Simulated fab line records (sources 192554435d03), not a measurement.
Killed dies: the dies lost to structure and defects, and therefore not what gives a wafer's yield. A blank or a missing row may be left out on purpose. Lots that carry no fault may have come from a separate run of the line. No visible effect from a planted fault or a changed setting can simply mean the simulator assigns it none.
Struck lot and sound lot, side by side | flow n5Finfet | 40 out of 1938 route steps
Sound: wafers L801.1, L801.3, L801.4. Struck: wafers L814.3, L814.4 (left out: L814.1, a lot-mate that was not struck); the cause follows at the end.
For every step that has rows: the tool of each side, followed by ch and its chambers, followed by its first start. Under that, the readings that differ: sound wafers | struck wafers | difference of the means | sigmas: that difference in standard deviations of wafers without a fault.
alike: readings whose means differ by less than 2 such deviations, and words and numbers that are the same on both sides. not compared: withheld readings, readings that some wafer has no value for, bounds like >300 that may hide the same value, and numbers for which the record gives no deviation and whose values overlap.
The two part at a step that has a row with sigmas, a row that says differs or no value, or rows on one side only. Numbers that don't overlap but have no deviation are shown without sigmas and don't part them. A reading missing from all wafers of one side parts the sides only when that side holds two or more wafers.

first, 11 steps without rows for these wafers: N5_STI_FIN_REVEAL_ALD_14 (deposits Si3N4, target thk 3 nm); N5_STI_FIN_REVEAL_FCVD_FILL_01 (material SiO2 flowable, target thk 312 nm, time 512.2 s); N5_STI_FIN_REVEAL_DENSIFY_02 (time 1800 s); N5_STI_FIN_REVEAL_CMP_04 (polishes, stops on Si3N4, t overpolish 4 s, target thk 131.83 nm); N5_STI_FIN_REVEAL_DENSIFY_30; N5_STI_FIN_REVEAL_ETCHBACK_08 (etches SiO2 in C4F6/O2, target depth 30.5 nm, time 10.167 s); N5_STI_FIN_REVEAL_STRIP_24 (strips in N2/H2, time 90 s); N5_STI_FIN_REVEAL_PRECLEAN_25 (cleans in SPM, time 90 s); N5_STI_FIN_REVEAL_PRECLEAN_26 (cleans in SC1, time 45 s); N5_STI_FIN_REVEAL_PRECLEAN_29 (cleans in DHF, time 30 s); N5_STI_FIN_REVEAL_SRD_12 (time 30 s).
N5_STI_FIN_REVEAL_RECESS_09: chemistry HF/NH3, target SiO2, afs cycles 11, target depth 42.5 nm, sublimation time 60 s.
  sound on vaporEtch-02 ch 0,1, day 3 05:10; struck on vaporEtch-02 ch 0,1, day 6 10:01
  alike: drypumpMotorCurrentA, sublimationTempC
then, 10 steps without rows for these wafers: N5_STI_FIN_REVEAL_STRIP_16 (strips SiNx in H3PO4, target depth 23.8 nm); N5_STI_FIN_REVEAL_PRECLEAN_17 (cleans in NF3:NH3, afs cycles 1, time 20 s, sublimation time 60 s); N5_STI_FIN_REVEAL_ETCH_34 (etches Si in H2, material Si, target depth 0.97 nm); N5_STI_FIN_REVEAL_OXIDATION_31 (chemistry O2 PLASMA REMOTE, time 20 s); N5_STI_FIN_REVEAL_PRECLEAN_32 (cleans in NF3:NH3, afs cycles 1, time 20 s, sublimation time 60 s); N5_STI_FIN_REVEAL_STRIP_35 (strips Si3N4 in H3PO4, target depth 4 nm, time 39 s); N5_STI_FIN_REVEAL_SRD_21 (time 30 s); N5_STI_FIN_REVEAL_OXIDATION_33 (chemistry O2 PLASMA REMOTE, time 20 s); N5_STI_FIN_REVEAL_CLEAN_19 (cleans in O3/DIW, time 120 s); N5_STI_FIN_REVEAL_SRD_23 (time 30 s).
N5_STI_FIN_REVEAL_FIN_H_MEAS_10:
  struck on ocd-02, day 6 12:43; sound on ocd-01, day 3 07:56
reading            | sound          | struck    | difference | sigmas
trenchDepthNm (nm) | 52.9 53.7 53.5 | 47.8 47.0 | -6.0       | -9
then, 15 steps without rows for these wafers: N5_STI_FIN_REVEAL_PRECLEAN_18 (cleans in SC2, time 45 s); N5_STI_FIN_REVEAL_SRD_28 (time 30 s); N5_DUMMY_GATE_PRECLEAN_00 (cleans in O3/DIW, time 60 s); N5_DUMMY_GATE_SRD_01 (time 30 s); N5_DUMMY_GATE_ALD_02 (deposits SiO2, target thk 2 nm, pulse time 1 s); N5_DUMMY_GATE_CVD_03 (deposits a-Si from SiH4, target thk 150 nm, time 8042 s); N5_DUMMY_GATE_PRECLEAN_46 (cleans in DIW, time 89.5 s); N5_DUMMY_GATE_SRD_47 (dry time 32 s); N5_DUMMY_GATE_CMP_04 (polishes a-Si); N5_DUMMY_GATE_HM_DEP_06 (deposits SiNx from DCS/NH3, target thk 80 nm, time 5141 s); N5_DUMMY_GATE_PECVD_30 (deposits SiO2 from TEOS/O2, target thk 55 nm, time 10.8 s); N5_DUMMY_GATE_COAT_34 (time 60 s, resist thk 60 nm); N5_DUMMY_GATE_COAT_35 (time 60 s, resist thk 10 nm); N5_DUMMY_GATE_COAT_28 (time 60 s, resist thk 10 nm); N5_DUMMY_GATE_COAT_09 (resist thk 30 nm).
-- the record jumps here: 5 days lie between the struck wafers' starts before and after (it left off in module DUMMY_GATE and takes up again in module BEOL_M4, whose first step shown is number 1111 of the route) --
N5_BEOL_M4_RC_MEAS_101:
  sound on prober-02 ch 0, day 8 14:29; struck on prober-02 ch 0, day 11 17:36
reading            | sound             | struck      | difference | sigmas
DIBL_N (mV/V)      | 33.2 34.1 33.8    | 45.3 44.6   | +11.2      | +7
DIBL_P (mV/V)      | 34.0 33.9 34.1    | 39.5 39.8   | +5.6       | +3
IOFF_N (nA/um)     | 0.116 0.121 0.112 | 0.505 0.482 | +0.377     | +13
IOFF_N_85C (nA/um) | 2.3 2.4 2.3       | 8.2 7.9     | +5.7       | +12
IOFF_P (nA/um)     | 0.15 0.14 0.14    | 0.31 0.39   | +0.21      | +6
IOFF_P_85C (nA/um) | 2.7 2.7 2.6       | 5.1 6.2     | +3.0       | +6
ION_N (uA/um)      | 670 673 658       | 628 624     | -41        | -4
ION_P (uA/um)      | 453 455 454       | 421 426     | -30        | -4
SS_N (mV/dec)      | 70.9 70.6 71.2    | 80.6 79.9   | +9.3       | +15
SS_P (mV/dec)      | 71.6 72.2 72.1    | 76.6 77.4   | +5.0       | +8
VT_P (mV)          | -258 -258 -260    | -249 -250   | +9         | +3
  alike: VT_N
-- a jump in the record: the struck wafers' starts before and after are 4 days apart (it breaks off in module BEOL_M4 and resumes in module PASSIVATION, where the first step shown is number 1936 of the route) --
N5_PASSIVATION_PROBE_49:
  struck on prober-01, day 15 18:07; sound on prober-01, day 12 20:50
reading                | sound          | struck      | difference | sigmas
killedAtContacts       | 12 9 11        | 26 30       | +17        | +3
sort_bin_4_leakage (%) | 0 0 0          | 53.56 45.51 | +49.53     | 
sort_bin_8_speed (%)   | 0 0 0          | 28.39 24.83 | +26.61     | +99 or more
sortNPass              | 1054 1096 1087 | 95 229      | -917       | -51
sortYieldPct (%)       | 89.3 92.9 92.1 | 8.1 19.4    | -77.7      | -52
  alike: defectLimitedYield, killed_at_M0_to_M3, killed_at_M4_up, killedAtFrontEnd, killedAtOther, killedDies, killedOpen, killedShort, sort_bin_5_function, sort_bin_6_memory

## WHERE THEY PART
At N5_STI_FIN_REVEAL_FIN_H_MEAS_10 first; at N5_PASSIVATION_PROBE_49 last (within this record only).

WHY: what had been put in by the simulator
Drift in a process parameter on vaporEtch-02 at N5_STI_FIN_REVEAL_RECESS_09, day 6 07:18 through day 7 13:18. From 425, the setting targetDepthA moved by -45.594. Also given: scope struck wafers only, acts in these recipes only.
